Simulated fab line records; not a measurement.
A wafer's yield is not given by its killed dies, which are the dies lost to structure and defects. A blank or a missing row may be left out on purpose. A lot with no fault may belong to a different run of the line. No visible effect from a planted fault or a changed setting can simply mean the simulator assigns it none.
8D (eight disciplines) problem report, filled in by code || flow n5-finfet || the parts of the form that need people (team, actions taken, sign-off) are left out

1. PROBLEM STATEMENT
At N5_PASSIVATION_PROBE_49, killed-at-front-end averages 134 over 9 wafers from 3 lots, while fault-free wafers read 39, standard deviation 11. That is +8.7 standard deviations from the usual mean.
Seen first at day 15 08:14 on prober-01, wafer L408.2. The record has a number at this step for 9 wafers belonging to 3 lots. Rule for "out" (also "out of limits"): further than 4 standard deviations from the usual mean. The rest of the wafers with a number are treated as sound.

2. WHAT IT IS; WHAT IT IS NOT
{"question": "which readings at this step", "is": "killed-at-front-end", "is not": "killed_at_M0_to_M3, killed_at_M4_up, killed-at-contacts, killed-at-other, sort_bin_8_speed"}
{"question": "which lots", "is": "L408, L409, L411", "is not": "-"}
{"question": "which wafers of those lots", "is": "all that have a number", "is not": "-"}
{"question": "read on which tools", "is": "prober-01", "is not": "-"}
{"question": "when", "is": "from day 15 08:14", "is not": "up to then (0 sound wafers)"}

3. THE SUSPECTS, EACH WITH WHAT RULES IT OUT
Counting: a tool at any process step up to the reading remains a suspect when it ran all the lots that are out and ran no sound lot after the first of those.
- rie-diel-06 at N5_HKMG_FIN_ETCH_86 (etches SOC in N2/H2, stops on TiN, target depth 393.2 nm): kept. It ran every lot that is out, first L408 (day 7 05:10), and no sound lot after that.
- prober-01 at N5_PASSIVATION_PROBE_49: kept. It ran every lot that is out, first L408 (day 15 08:14), and no sound lot after that. On those wafers its own readings are out: killed-at-front-end.
After counting, rie-diel-06 at N5_HKMG_FIN_ETCH_86 and prober-01 at N5_PASSIVATION_PROBE_49 remain.

4. THE CAUSE (what the simulator had put in)
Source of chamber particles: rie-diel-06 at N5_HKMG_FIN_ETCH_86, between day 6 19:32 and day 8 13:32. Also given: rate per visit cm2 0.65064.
2 suspects survive the count, and this tool is in that group.

5. THE CHAIN OF EFFECTS, in route order
One row per reading whose mean, taken over the struck wafers that have a number, lies over 3 standard deviations from the usual. Readings are gone through only where the record gives a usual standard deviation; hours: the median, over the lots, of the time from a lot's start at the first step in this table giving one to that lot's start at this step; sigmas: the change measured in usual standard deviations.
{"hours": 0, "step": "N5_PASSIVATION_PROBE_49", "reading": "defect-limited-yield", "usual": "91.1 %", "on struck wafers": 84.3, "change": -6.8, "sigmas": -4.5}
{"hours": 0, "step": "N5_PASSIVATION_PROBE_49", "reading": "killed-at-front-end", "usual": 39, "on struck wafers": 134, "change": "+95", "sigmas": "+8.7"}
{"hours": 0, "step": "N5_PASSIVATION_PROBE_49", "reading": "killed-dies", "usual": 105, "on struck wafers": 185, "change": "+80", "sigmas": "+4.5"}
{"hours": 0, "step": "N5_PASSIVATION_PROBE_49", "reading": "sort_bin_5_function", "usual": "5.1 %", "on struck wafers": 10.1, "change": "+5.0", "sigmas": "+5.4"}
{"hours": 0, "step": "N5_PASSIVATION_PROBE_49", "reading": "sort-n-pass", "usual": 1075, "on struck wafers": 995, "change": -80, "sigmas": -4.5}
{"hours": 0, "step": "N5_PASSIVATION_PROBE_49", "reading": "sort-yield-pct", "usual": "91.1 %", "on struck wafers": 84.3, "change": -6.8, "sigmas": -4.5}
The process steps in it:
- N5_PASSIVATION_PROBE_49

6. WHAT WOULD HAVE CAUGHT IT SOONER
205 hours passed between the start of the fault at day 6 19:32 and the first reading out of limits in this record, taken at day 15 08:14.
Tool readings at N5_HKMG_FIN_ETCH_86 with a usual standard deviation given in the record: none out on any struck wafer, hence no alarm at a limit of 4 standard deviations on them.
The start of N5_HKMG_FIN_ETCH_86 on rie-diel-06 came by day 15 08:14 for every one of the lots that are out (3). Had the tool been put on hold then, not one of them would have been saved.
